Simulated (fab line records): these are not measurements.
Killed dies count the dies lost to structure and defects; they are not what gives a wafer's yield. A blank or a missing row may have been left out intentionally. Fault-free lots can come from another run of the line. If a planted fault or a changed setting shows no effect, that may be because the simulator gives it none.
Which tool is to blame? || flow nand-harc || Sampling: 12 lots, 36 wafers, 5 of 1302 route steps

WHAT THE GAUGES READ, wafer by wafer
NHARC_A_STAIRCASE_INSPECT_155. Usual: raw-defect-count reads 465 (standard deviation 120).
{"lot": "L960", "measured": "day 18 19:20", "on": "defect-inspect-01", "raw-defect-count": "464 304 332", "flag": ""}
{"lot": "L964", "measured": "day 20 02:43", "on": "defect-inspect-01", "raw-defect-count": "473 768 559", "flag": ""}
{"lot": "L963", "measured": "day 20 05:34", "on": "defect-inspect-01", "raw-defect-count": "311 577 521", "flag": ""}
{"lot": "L967", "measured": "day 22 03:41", "on": "defect-inspect-02", "raw-defect-count": "856 393 382", "flag": ""}
{"lot": "L968", "measured": "day 22 22:20", "on": "defect-inspect-01", "raw-defect-count": "545 519 581", "flag": ""}
{"lot": "L977", "measured": "day 25 17:16", "on": "defect-inspect-02", "raw-defect-count": "532 582 524", "flag": ""}
{"lot": "L976", "measured": "day 26 00:43", "on": "defect-inspect-02", "raw-defect-count": "321 292 464", "flag": ""}
{"lot": "L978", "measured": "day 26 09:21", "on": "defect-inspect-02", "raw-defect-count": "403 332 329", "flag": ""}
{"lot": "L979", "measured": "day 27 05:34", "on": "defect-inspect-01", "raw-defect-count": "574 561 767", "flag": ""}
{"lot": "L980", "measured": "day 28 02:45", "on": "defect-inspect-02", "raw-defect-count": "403 481 439", "flag": ""}
{"lot": "L983", "measured": "day 28 10:07", "on": "defect-inspect-02", "raw-defect-count": "364 517 325", "flag": ""}
{"lot": "L981", "measured": "day 28 11:19", "on": "defect-inspect-02", "raw-defect-count": "429 463 575", "flag": ""}

NHARC_END_SORT_01. Usual: killed-at-array 52, standard deviation 18; killed-at-other 1.2, standard deviation 1.5; killed-at-periphery 4, standard deviation 3.2; killed-dies 57, standard deviation 17; killed-open 3.1, standard deviation 1.9; killed-short 2.5, standard deviation 1.7.
{"lot": "L960", "measured": "day 24 02:44", "on": "prober-02", "killed-at-array": "48 45 34", "killed-at-other": "3 5 5", "killed-at-periphery": "1 0 1", "killed-dies": "52 50 40", "killed-open": "1 2 3", "killed-short": "8 2 6", "flag": ""}
{"lot": "L964", "measured": "day 25 10:17", "on": "prober-01", "killed-at-array": "68 67 67", "killed-at-other": "1 2 1", "killed-at-periphery": "0 3 4", "killed-dies": "69 72 72", "killed-open": "4 3 5", "killed-short": "0 1 3", "flag": ""}
{"lot": "L963", "measured": "day 25 11:59", "on": "prober-02", "killed-at-array": "48 40 53", "killed-at-other": "0 1 0", "killed-at-periphery": "6 1 1", "killed-dies": "54 42 54", "killed-open": "1 4 2", "killed-short": "3 3 7", "flag": ""}
{"lot": "L967", "measured": "day 27 10:49", "on": "prober-02", "killed-at-array": "58 59 58", "killed-at-other": "1 1 1", "killed-at-periphery": "1 4 9", "killed-dies": "60 64 68", "killed-open": "0 4 5", "killed-short": "0 7 1", "flag": ""}
{"lot": "L968", "measured": "day 28 08:51", "on": "prober-01", "killed-at-array": "45 33 39", "killed-at-other": "0 1 0", "killed-at-periphery": "5 5 9", "killed-dies": "50 39 48", "killed-open": "2 1 3", "killed-short": "0 4 4", "flag": ""}
{"lot": "L977", "measured": "day 30 19:08", "on": "prober-01", "killed-at-array": "49 61 381", "killed-at-other": "0 0 0", "killed-at-periphery": "1 0 1", "killed-dies": "50 61 382", "killed-open": "5 2 4", "killed-short": "0 1 1", "flag": "OFF"}
{"lot": "L976", "measured": "day 31 08:42", "on": "prober-02", "killed-at-array": "384 51 41", "killed-at-other": "0 5 4", "killed-at-periphery": "2 2 1", "killed-dies": "386 58 46", "killed-open": "5 3 6", "killed-short": "6 0 3", "flag": "OFF"}
{"lot": "L978", "measured": "day 31 20:48", "on": "prober-01", "killed-at-array": "70 79 50", "killed-at-other": "2 4 3", "killed-at-periphery": "4 0 1", "killed-dies": "76 83 54", "killed-open": "7 0 2", "killed-short": "3 3 0", "flag": ""}
{"lot": "L979", "measured": "day 32 11:49", "on": "prober-01", "killed-at-array": "80 72 83", "killed-at-other": "2 1 4", "killed-at-periphery": "4 7 6", "killed-dies": "86 80 93", "killed-open": "1 4 4", "killed-short": "3 3 4", "flag": ""}
{"lot": "L980", "measured": "day 33 13:31", "on": "prober-02", "killed-at-array": "62 67 75", "killed-at-other": "1 2 2", "killed-at-periphery": "5 5 4", "killed-dies": "68 74 81", "killed-open": "1 2 4", "killed-short": "3 4 1", "flag": ""}
{"lot": "L983", "measured": "day 33 22:58", "on": "prober-02", "killed-at-array": "53 40 51", "killed-at-other": "1 1 2", "killed-at-periphery": "3 1 2", "killed-dies": "57 42 55", "killed-open": "3 3 2", "killed-short": "4 1 1", "flag": ""}
{"lot": "L981", "measured": "day 34 03:31", "on": "prober-01", "killed-at-array": "75 58 60", "killed-at-other": "5 0 2", "killed-at-periphery": "1 3 8", "killed-dies": "81 61 70", "killed-open": "1 2 6", "killed-short": "3 3 1", "flag": ""}

WHAT TOOL EACH LOT RAN ON (gives the tool, then ch and the chambers of the sampled wafers, and finally the start)
{"lot": "L960", "NHARC_A_STAIRCASE_ETCHBACK_157": "rie-diel-03 ch 1,2, day 18 18:23", "NHARC_A_SGD_CUT_ETCH_16": "rie-diel-04 ch 1,2, day 18 20:58", "NHARC_A_SLIT_DEP_25": "pecvd-04 ch 1,2, day 19 03:30"}
{"lot": "L964", "NHARC_A_STAIRCASE_ETCHBACK_157": "rie-diel-13 ch 0,3, day 20 01:50", "NHARC_A_SGD_CUT_ETCH_16": "rie-diel-06 ch 1,3, day 20 04:31", "NHARC_A_SLIT_DEP_25": "pecvd-01 ch 0,2, day 20 13:07"}
{"lot": "L963", "NHARC_A_STAIRCASE_ETCHBACK_157": "rie-diel-13 ch 0,1,2, day 20 04:39", "NHARC_A_SGD_CUT_ETCH_16": "rie-diel-05 ch 1,2, day 20 07:06", "NHARC_A_SLIT_DEP_25": "pecvd-02 ch 0,1,2, day 20 13:12"}
{"lot": "L967", "NHARC_A_STAIRCASE_ETCHBACK_157": "rie-diel-12 ch 1,2, day 22 02:46", "NHARC_A_SGD_CUT_ETCH_16": "rie-diel-04 ch 0,1, day 22 05:40", "NHARC_A_SLIT_DEP_25": "pecvd-01 ch 0,1, day 22 11:56"}
{"lot": "L968", "NHARC_A_STAIRCASE_ETCHBACK_157": "rie-diel-12 ch 1,2, day 22 21:26", "NHARC_A_SGD_CUT_ETCH_16": "rie-diel-06 ch 0,1, day 22 23:57", "NHARC_A_SLIT_DEP_25": "pecvd-02 ch 0,1, day 23 06:02"}
{"lot": "L977", "NHARC_A_STAIRCASE_ETCHBACK_157": "rie-diel-03 ch 0,1,3, day 25 16:20", "NHARC_A_SGD_CUT_ETCH_16": "rie-diel-04 ch 0,1,3, day 25 18:49", "NHARC_A_SLIT_DEP_25": "pecvd-01 ch 0,1, day 26 01:09"}
{"lot": "L976", "NHARC_A_STAIRCASE_ETCHBACK_157": "rie-diel-12 ch 0,1,2, day 25 23:50", "NHARC_A_SGD_CUT_ETCH_16": "rie-diel-04 ch 0,2,3, day 26 02:17", "NHARC_A_SLIT_DEP_25": "pecvd-04 ch 0,1,2, day 26 08:23"}
{"lot": "L978", "NHARC_A_STAIRCASE_ETCHBACK_157": "rie-diel-13 ch 0,1,3, day 26 08:27", "NHARC_A_SGD_CUT_ETCH_16": "rie-diel-06 ch 1,2,3, day 26 10:56", "NHARC_A_SLIT_DEP_25": "pecvd-01 ch 0,1,2, day 26 16:56"}
{"lot": "L979", "NHARC_A_STAIRCASE_ETCHBACK_157": "rie-diel-03 ch 0,3, day 27 04:40", "NHARC_A_SGD_CUT_ETCH_16": "rie-diel-05 ch 0,2, day 27 07:08", "NHARC_A_SLIT_DEP_25": "pecvd-02 ch 0,2, day 27 15:19"}
{"lot": "L980", "NHARC_A_STAIRCASE_ETCHBACK_157": "rie-diel-12 ch 0,3, day 28 01:52", "NHARC_A_SGD_CUT_ETCH_16": "rie-diel-06 ch 1,2,3, day 28 04:25", "NHARC_A_SLIT_DEP_25": "pecvd-01 ch 0,2, day 28 14:00"}
{"lot": "L983", "NHARC_A_STAIRCASE_ETCHBACK_157": "rie-diel-12 ch 0,2,3, day 28 09:16", "NHARC_A_SGD_CUT_ETCH_16": "rie-diel-05 ch 1,2,3, day 28 12:01", "NHARC_A_SLIT_DEP_25": "pecvd-01 ch 0,1,2, day 28 18:26"}
{"lot": "L981", "NHARC_A_STAIRCASE_ETCHBACK_157": "rie-diel-13 ch 0,2,3, day 28 10:28", "NHARC_A_SGD_CUT_ETCH_16": "rie-diel-05 ch 1,2,3, day 28 12:57", "NHARC_A_SLIT_DEP_25": "pecvd-02 ch 0,1,2, day 28 18:43"}
- NHARC_A_STAIRCASE_ETCHBACK_157: etches the open film in CH3F/O2, target depth 90 nm, time 167.14 s.
- NHARC_A_SGD_CUT_ETCH_16: etches the open film in C4F8/O2/Ar, target depth 310.5 nm, time 155.2 s.
- NHARC_A_SLIT_DEP_25: deposits SiO2, target thk 200 nm.

WHAT THE TOOLS THEMSELVES READ (means of the sampled wafers that have a number; where no wafer has one, the mark that the record gives instead)
NHARC_A_STAIRCASE_ETCHBACK_157. Usual: drypump-motor-current-A 5.7 A, standard deviation 0.4; oes-product-au 0.96 a.u., standard deviation 0.034; rf-vpp-V 243.7 V, standard deviation 2; showerhead-plenum-p-Torr 2.42 Torr, standard deviation 0.12; throttle-valve-pct 20.663 %, standard deviation 0.0084.
{"lot": "L960", "tool": "rie-diel-03", "drypump-motor-current-A (A)": 5.8, "oes-product-au (a.u.)": 0.96, "rf-vpp-V (V)": 243.5, "showerhead-plenum-p-Torr (Torr)": 2.38, "throttle-valve-pct (%)": 20.658, "flag": ""}
{"lot": "L964", "tool": "rie-diel-13", "drypump-motor-current-A (A)": 5.5, "oes-product-au (a.u.)": 0.93, "rf-vpp-V (V)": 244.4, "showerhead-plenum-p-Torr (Torr)": 2.43, "throttle-valve-pct (%)": 20.665, "flag": ""}
{"lot": "L963", "tool": "rie-diel-13", "drypump-motor-current-A (A)": 5.8, "oes-product-au (a.u.)": 0.93, "rf-vpp-V (V)": 244.7, "showerhead-plenum-p-Torr (Torr)": 2.45, "throttle-valve-pct (%)": 20.666, "flag": ""}
{"lot": "L967", "tool": "rie-diel-12", "drypump-motor-current-A (A)": 5.8, "oes-product-au (a.u.)": 0.92, "rf-vpp-V (V)": 244.7, "showerhead-plenum-p-Torr (Torr)": 2.45, "throttle-valve-pct (%)": 20.663, "flag": ""}
{"lot": "L968", "tool": "rie-diel-12", "drypump-motor-current-A (A)": 5.6, "oes-product-au (a.u.)": 1.00, "rf-vpp-V (V)": 242.5, "showerhead-plenum-p-Torr (Torr)": 2.37, "throttle-valve-pct (%)": 20.668, "flag": ""}
{"lot": "L977", "tool": "rie-diel-03", "drypump-motor-current-A (A)": 5.4, "oes-product-au (a.u.)": 0.92, "rf-vpp-V (V)": 244.9, "showerhead-plenum-p-Torr (Torr)": 2.49, "throttle-valve-pct (%)": 20.660, "flag": ""}
{"lot": "L976", "tool": "rie-diel-12", "drypump-motor-current-A (A)": 5.7, "oes-product-au (a.u.)": 0.96, "rf-vpp-V (V)": 243.4, "showerhead-plenum-p-Torr (Torr)": 2.36, "throttle-valve-pct (%)": 20.658, "flag": ""}
{"lot": "L978", "tool": "rie-diel-13", "drypump-motor-current-A (A)": 5.5, "oes-product-au (a.u.)": 0.92, "rf-vpp-V (V)": 243.2, "showerhead-plenum-p-Torr (Torr)": 2.41, "throttle-valve-pct (%)": 20.667, "flag": ""}
{"lot": "L979", "tool": "rie-diel-03", "drypump-motor-current-A (A)": 5.4, "oes-product-au (a.u.)": 0.92, "rf-vpp-V (V)": 244.1, "showerhead-plenum-p-Torr (Torr)": 2.44, "throttle-valve-pct (%)": 20.671, "flag": ""}
{"lot": "L980", "tool": "rie-diel-12", "drypump-motor-current-A (A)": 5.8, "oes-product-au (a.u.)": 1.00, "rf-vpp-V (V)": 243.2, "showerhead-plenum-p-Torr (Torr)": 2.39, "throttle-valve-pct (%)": 20.663, "flag": ""}
{"lot": "L983", "tool": "rie-diel-12", "drypump-motor-current-A (A)": 5.8, "oes-product-au (a.u.)": 1.00, "rf-vpp-V (V)": 243.6, "showerhead-plenum-p-Torr (Torr)": 2.41, "throttle-valve-pct (%)": 20.662, "flag": ""}
{"lot": "L981", "tool": "rie-diel-13", "drypump-motor-current-A (A)": 5.9, "oes-product-au (a.u.)": 0.93, "rf-vpp-V (V)": 243.8, "showerhead-plenum-p-Torr (Torr)": 2.43, "throttle-valve-pct (%)": 20.663, "flag": ""}

NHARC_A_SGD_CUT_ETCH_16. Usual: oes-product-au 0.971 a.u., standard deviation 0.016; rf-vpp-V 725 V, standard deviation 3.5; run-length-s 176.4 s, standard deviation 0.36.
{"lot": "L960", "tool": "rie-diel-04", "oes-product-au (a.u.)": 0.979, "rf-vpp-V (V)": 729, "run-length-s (s)": 176.6, "flag": ""}
{"lot": "L964", "tool": "rie-diel-06", "oes-product-au (a.u.)": 0.977, "rf-vpp-V (V)": 729, "run-length-s (s)": 176.5, "flag": ""}
{"lot": "L963", "tool": "rie-diel-05", "oes-product-au (a.u.)": 0.974, "rf-vpp-V (V)": 726, "run-length-s (s)": 176.1, "flag": ""}
{"lot": "L967", "tool": "rie-diel-04", "oes-product-au (a.u.)": 0.976, "rf-vpp-V (V)": 728, "run-length-s (s)": 176.5, "flag": ""}
{"lot": "L968", "tool": "rie-diel-06", "oes-product-au (a.u.)": 0.969, "rf-vpp-V (V)": 726, "run-length-s (s)": 177.0, "flag": ""}
{"lot": "L977", "tool": "rie-diel-04", "oes-product-au (a.u.)": 0.966, "rf-vpp-V (V)": 725, "run-length-s (s)": 172.2, "flag": "OFF"}
{"lot": "L976", "tool": "rie-diel-04", "oes-product-au (a.u.)": 0.982, "rf-vpp-V (V)": 726, "run-length-s (s)": 171.9, "flag": "OFF"}
{"lot": "L978", "tool": "rie-diel-06", "oes-product-au (a.u.)": 0.984, "rf-vpp-V (V)": 728, "run-length-s (s)": 176.5, "flag": ""}
{"lot": "L979", "tool": "rie-diel-05", "oes-product-au (a.u.)": 0.968, "rf-vpp-V (V)": 723, "run-length-s (s)": 176.3, "flag": ""}
{"lot": "L980", "tool": "rie-diel-06", "oes-product-au (a.u.)": 0.991, "rf-vpp-V (V)": 728, "run-length-s (s)": 176.4, "flag": ""}
{"lot": "L983", "tool": "rie-diel-05", "oes-product-au (a.u.)": 0.971, "rf-vpp-V (V)": 724, "run-length-s (s)": 176.2, "flag": ""}
{"lot": "L981", "tool": "rie-diel-05", "oes-product-au (a.u.)": 0.958, "rf-vpp-V (V)": 724, "run-length-s (s)": 176.4, "flag": ""}

NHARC_A_SLIT_DEP_25. Usual: heater-power-w 551 W, standard deviation 76; mfc-precursor-sccm 161.4 sccm, standard deviation 0.48; throttle-valve-pct 16.0 %, standard deviation 0.64.
{"lot": "L960", "tool": "pecvd-04", "heater-power-w (W)": 539, "mfc-precursor-sccm (sccm)": 161.2, "throttle-valve-pct (%)": 16.2, "flag": ""}
{"lot": "L964", "tool": "pecvd-01", "heater-power-w (W)": 554, "mfc-precursor-sccm (sccm)": 161.8, "throttle-valve-pct (%)": 16.8, "flag": ""}
{"lot": "L963", "tool": "pecvd-02", "heater-power-w (W)": 547, "mfc-precursor-sccm (sccm)": 161.6, "throttle-valve-pct (%)": 15.8, "flag": ""}
{"lot": "L967", "tool": "pecvd-01", "heater-power-w (W)": 539, "mfc-precursor-sccm (sccm)": 160.7, "throttle-valve-pct (%)": 15.8, "flag": ""}
{"lot": "L968", "tool": "pecvd-02", "heater-power-w (W)": 601, "mfc-precursor-sccm (sccm)": 161.1, "throttle-valve-pct (%)": 16.7, "flag": ""}
{"lot": "L977", "tool": "pecvd-01", "heater-power-w (W)": 615, "mfc-precursor-sccm (sccm)": 161.3, "throttle-valve-pct (%)": 16.3, "flag": ""}
{"lot": "L976", "tool": "pecvd-04", "heater-power-w (W)": 573, "mfc-precursor-sccm (sccm)": 161.5, "throttle-valve-pct (%)": 16.0, "flag": ""}
{"lot": "L978", "tool": "pecvd-01", "heater-power-w (W)": 555, "mfc-precursor-sccm (sccm)": 161.5, "throttle-valve-pct (%)": 16.1, "flag": ""}
{"lot": "L979", "tool": "pecvd-02", "heater-power-w (W)": 638, "mfc-precursor-sccm (sccm)": 161.5, "throttle-valve-pct (%)": 15.7, "flag": ""}
{"lot": "L980", "tool": "pecvd-01", "heater-power-w (W)": 576, "mfc-precursor-sccm (sccm)": 161.6, "throttle-valve-pct (%)": 16.5, "flag": ""}
{"lot": "L983", "tool": "pecvd-01", "heater-power-w (W)": 552, "mfc-precursor-sccm (sccm)": 161.3, "throttle-valve-pct (%)": 16.1, "flag": ""}
{"lot": "L981", "tool": "pecvd-02", "heater-power-w (W)": 546, "mfc-precursor-sccm (sccm)": 161.4, "throttle-valve-pct (%)": 15.9, "flag": ""}

THE ANSWER, worked out from the rows above alone
Rule: take the mean of a lot's wafers that have a number; if it is more than 3 standard deviations from the usual mean, the lot is off. Also off: a lot with no number at a reading for which 4 or more lots have one. Any other lot the step has rows for is counted as sound. The gauges are gone through in route order, then the tools' own readings, and for those a lot's mean is taken as printed above. The first step at which some lot is off is used, and at that step the reading that is off furthest; a lot without a number counts as furthest.
Off: L977, L976, at NHARC_END_SORT_01 (killed-dies).
If a tool, at a process step before that reading, ran all the lots that are off and no sound lot after the first of them, it fits. The gauges at NHARC_END_SORT_01 aren't tried: what is off there is off at NHARC_A_SGD_CUT_ETCH_16 too, on other tools, and a gauge's error can't cause that. One fits: rie-diel-04 at NHARC_A_SGD_CUT_ETCH_16. A fault onset in the window from L967 (day 22 05:40, its last sound lot) to L977 (day 25 18:49, its first lot off) fits.
On the lots that are off, the tool's own readings at NHARC_A_SGD_CUT_ETCH_16 differ by more than 5 times the standard deviation of the sound lots' means, which bears it out; run-length-s reads 172.1 s there versus 176.4 s on the sound lots.

WHAT THE SIMULATOR HAD PUT IN
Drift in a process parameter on rie-diel-04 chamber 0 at NHARC_A_SGD_CUT_ETCH_16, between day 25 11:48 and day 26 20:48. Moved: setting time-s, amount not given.
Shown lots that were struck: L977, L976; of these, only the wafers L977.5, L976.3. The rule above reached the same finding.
